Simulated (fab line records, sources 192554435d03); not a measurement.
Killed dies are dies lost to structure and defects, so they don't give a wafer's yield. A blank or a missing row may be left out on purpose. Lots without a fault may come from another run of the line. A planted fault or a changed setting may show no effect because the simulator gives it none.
Chamber matching | flow n5_finfet | N5_BEOL_M11_STRIP_19 on rie_diel-06: 4 sister chambers
The step strips in O2. 4 wafers are shown with their chamber, then 8 later ones without.

WAFERS WITH THEIR CHAMBER
wafer  | chamber | drypump_motor_current_A (A)
L083.5 | 3       | 6.1
L085.2 | 0       | 5.6
L085.5 | 1       | 5.5
L090.1 | 2       | 4.8

WAFERS WITHOUT THEIR CHAMBER
wafer  | drypump_motor_current_A (A)
L090.2 | 6.2
L090.6 | 5.5
L091.1 | 5.6
L091.3 | 5.6
L091.5 | 4.8
L092.1 | 5.6
L092.2 | 4.8
L092.6 | 5.6

WHICH CHAMBER EACH WENT THROUGH
wafer  | from the rows above | in truth
L090.2 | 3                   | 3
L090.6 | 1                   | 1
L091.1 | 0                   | 0
L091.3 | 0                   | 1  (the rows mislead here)
L091.5 | 2                   | 2
L092.1 | 0                   | 0
L092.2 | 2                   | 2
L092.6 | 0                   | 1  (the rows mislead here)
Placed correctly: 6 of 8. Can't be placed from these rows: 0. Placed wrongly: 2.
How it was worked out, from the rows above alone: a wafer's distance from a chamber is the root of the sum, over the readings, of the square of ((its reading less the chamber's mean) divided by the reading's scatter). The wafer belongs to the nearest chamber; if the next one is less than 2 further off, it can't be placed. A chamber's mean is the mean of its shown wafers. The scatter: with one shown wafer a chamber, the root of the mean of the squares of how far each hidden wafer lies from its nearest shown one.
